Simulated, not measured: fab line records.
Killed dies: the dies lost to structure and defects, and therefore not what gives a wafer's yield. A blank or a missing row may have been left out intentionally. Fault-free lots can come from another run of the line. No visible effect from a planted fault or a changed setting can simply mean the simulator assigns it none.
A struck lot beside a sound one | flow nandHarc | 13 steps out of a route of 1302
Sound: the wafers L491.1, L491.4, L491.6. Struck: wafers L497.3, L497.5 (left out: L497.1, a lot-mate that was not struck); the cause follows at the end.
Per side, at each step with rows, come the tool, then ch with its chambers, and then its first start. Under that, the readings that differ: sound wafers | struck wafers | difference of the means | sigmas: that difference in standard deviations of wafers without a fault.
alike: same words and numbers on both sides, and readings whose means sit less than 2 such deviations apart. not compared: any withheld reading, any reading some wafer has no value for, any bound like >300 that may hide the same value, and any number with overlapping values for which the record gives no deviation.
The two part at a step that has a row with sigmas, a row that says differs or no value, or rows on one side only. Numbers that have no deviation but don't overlap get no sigmas and don't part them. A reading missing from all wafers of one side parts the sides only when that side holds two or more wafers.

first, 2 steps without rows for these wafers: NHARC_A_STAIRCASE_TRIM_191 (chemistry O2, time 211.2 s); NHARC_A_STAIRCASE_ETCH_192 (etches the open film in C4F8/O2, target depth 100 nm, time 40.5 s).
NHARC_A_STAIRCASE_TRIM_193: chemistry O2, time 211.2 s.
  sound on rieDiel-04 ch 1,2,3; struck on rieDiel-04 ch 1,2
  alike: chamberPressureMTorr, drypumpMotorCurrentA, o2FlowSccm, oesProductAu, rfVppV, showerheadPlenumPTorr, throttleValvePct
  not compared: rfHoursCounterH
then, 1 step without rows for these wafers: NHARC_A_STAIRCASE_ETCH_194 (etches the open film in C4F8/O2, target depth 100 nm, time 40.5 s).
NHARC_A_STAIRCASE_TRIM_196: chemistry O2, time 211.2 s.
  sound on rieDiel-04 ch 2,3, day 17 01:03; struck on rieDiel-13 ch 1,3, day 19 11:50
  alike: chamberPressureMTorr, drypumpMotorCurrentA, o2FlowSccm, oesProductAu, rfVppV, showerheadPlenumPTorr, throttleValvePct
  not compared: rfHoursCounterH
NHARC_A_STAIRCASE_ETCH_197: etches the open film in C4F8/O2, target depth 100 nm, time 40.5 s.
  sound on rieDiel-04 ch 2,3; struck on rieDiel-13 ch 0,1
  alike: chamberPressureMTorr, oesProductAu, rfVppV, runLengthS
  not compared: rfHoursCounterH
then, 2 steps without rows for these wafers: NHARC_A_STAIRCASE_TRIM_198 (chemistry O2, time 211.2 s); NHARC_A_STAIRCASE_ETCH_199 (etches the open film in C4F8/O2, target depth 100 nm, time 40.5 s).
NHARC_A_STAIRCASE_TRIM_200: chemistry O2, time 211.2 s.
  sound on rieDiel-04 ch 0,3; struck on rieDiel-13 ch 0,1
  alike: chamberPressureMTorr, drypumpMotorCurrentA, o2FlowSccm, oesProductAu, rfVppV, showerheadPlenumPTorr, throttleValvePct
  not compared: rfHoursCounterH
then, 1 step without rows for these wafers: NHARC_A_STAIRCASE_ETCH_201 (etches the open film in C4F8/O2, target depth 100 nm, time 40.5 s).
NHARC_A_STAIRCASE_TRIM_202: chemistry O2, time 211.2 s.
  sound on rieDiel-04 ch 1,3; struck on rieDiel-13 ch 2,3
reading                  | sound       | struck  | difference | sigmas
drypumpMotorCurrentA (A) | 5.4 6.2 6.2 | 5.3 5.2 | -0.7       | -2
  alike: chamberPressureMTorr, o2FlowSccm, oesProductAu, rfVppV, showerheadPlenumPTorr, throttleValvePct
  not compared: rfHoursCounterH
NHARC_A_STAIRCASE_ETCH_203: etches the open film in C4F8/O2, target depth 100 nm, time 40.5 s.
  sound on rieDiel-04 ch 0,1,3, day 17 02:07; struck on rieDiel-13 ch 2, day 19 12:43
reading        | sound          | struck    | difference | sigmas
runLengthS (s) | 62.6 62.0 61.7 | 47.7 48.1 | -14.2      | -42
  alike: chamberPressureMTorr, oesProductAu, rfVppV
  not compared: rfHoursCounterH
-- record jumps: 8 days between struck wafers' starts before vs after; left off in module A_STAIRCASE, resumes in module END, first step shown is number 1302 of the route --
NHARC_END_SORT_01:
  at this point the record logs the struck wafers (prober-01 ch 0, day 27 23:08) and has no rows for the sound ones

WHERE THEY PART
Last at NHARC_END_SORT_01 as far as this record goes, first at NHARC_A_STAIRCASE_TRIM_202.

WHY: whatever the simulator had introduced
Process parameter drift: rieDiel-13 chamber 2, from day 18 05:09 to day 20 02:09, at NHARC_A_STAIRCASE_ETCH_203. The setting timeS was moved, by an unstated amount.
